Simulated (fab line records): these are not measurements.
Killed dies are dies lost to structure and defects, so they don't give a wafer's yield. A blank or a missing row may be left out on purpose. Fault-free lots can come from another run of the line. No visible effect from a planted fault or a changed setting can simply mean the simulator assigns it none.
Chamber matching :: flow nandHarc :: NHARC_A_BONDPAD_CMP_29 on cmp-02: 4 sister chambers
The step polishes SiCN, target thk 200 nm. 8 wafers are shown with their chamber, then 11 later ones without.

== WAFERS, EACH WITH ITS CHAMBER ==
wafer: L083.3
chamber: 3
motorCurrentA (A): 11.3

wafer: L085.4
chamber: 0
motorCurrentA (A): 11.8

wafer: L085.5
chamber: 3
motorCurrentA (A): 11.2

wafer: L085.6
chamber: 2
motorCurrentA (A): 10.8

wafer: L090.4
chamber: 2
motorCurrentA (A): 10.5

wafer: L090.5
chamber: 0
motorCurrentA (A): 12.2

wafer: L090.6
chamber: 1
motorCurrentA (A): 12.7

wafer: L087.1
chamber: 1
motorCurrentA (A): 12.9

== WAFERS MISSING THEIR CHAMBER ==
wafer: L087.4
motorCurrentA (A): 10.9

wafer: L087.6
motorCurrentA (A): 11.4

wafer: L093.1
motorCurrentA (A): 10.9

wafer: L093.2
motorCurrentA (A): 12.8

wafer: L093.6
motorCurrentA (A): 10.8

wafer: L096.2
motorCurrentA (A): 11.0

wafer: L096.3
motorCurrentA (A): 12.0

wafer: L096.4
motorCurrentA (A): 12.6

wafer: L097.1
motorCurrentA (A): 12.3

wafer: L097.4
motorCurrentA (A): 13.1

wafer: L097.5
motorCurrentA (A): 12.3

== CHAMBER TAKEN BY EACH ==
wafer: L087.4
from the rows above: can't be placed: 2 or 3
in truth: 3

wafer: L087.6
from the rows above: 3
in truth: 3

wafer: L093.1
from the rows above: can't be placed: 2 or 3
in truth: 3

wafer: L093.2
from the rows above: 1
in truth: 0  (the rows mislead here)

wafer: L093.6
from the rows above: can't be placed: 2 or 3
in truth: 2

wafer: L096.2
from the rows above: can't be placed: 3 or 2
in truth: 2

wafer: L096.3
from the rows above: 0
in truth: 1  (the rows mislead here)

wafer: L096.4
from the rows above: 1
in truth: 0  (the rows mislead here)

wafer: L097.1
from the rows above: can't be placed: 0 or 1
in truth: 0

wafer: L097.4
from the rows above: 1
in truth: 1

wafer: L097.5
from the rows above: can't be placed: 0 or 1
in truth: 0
Correct placement for 2 of the 11. Not placeable from these rows: 6 (in 6, the candidates include the true chamber). Placed wrongly: 3.
How it was worked out, from the rows above alone: a wafer's distance from a chamber is the root of the sum, over the readings, of the square of ((its reading less the chamber's mean) divided by the reading's scatter). If the next closest chamber is less than 2 further off than the closest, the wafer can't be placed; otherwise it belongs to the closest. The mean given for a chamber averages the wafers shown for that chamber. The scatter is the square root of a quotient: the sum, over the shown wafers, of each reading's squared deviation from its chamber's mean, divided by wafers minus chambers.
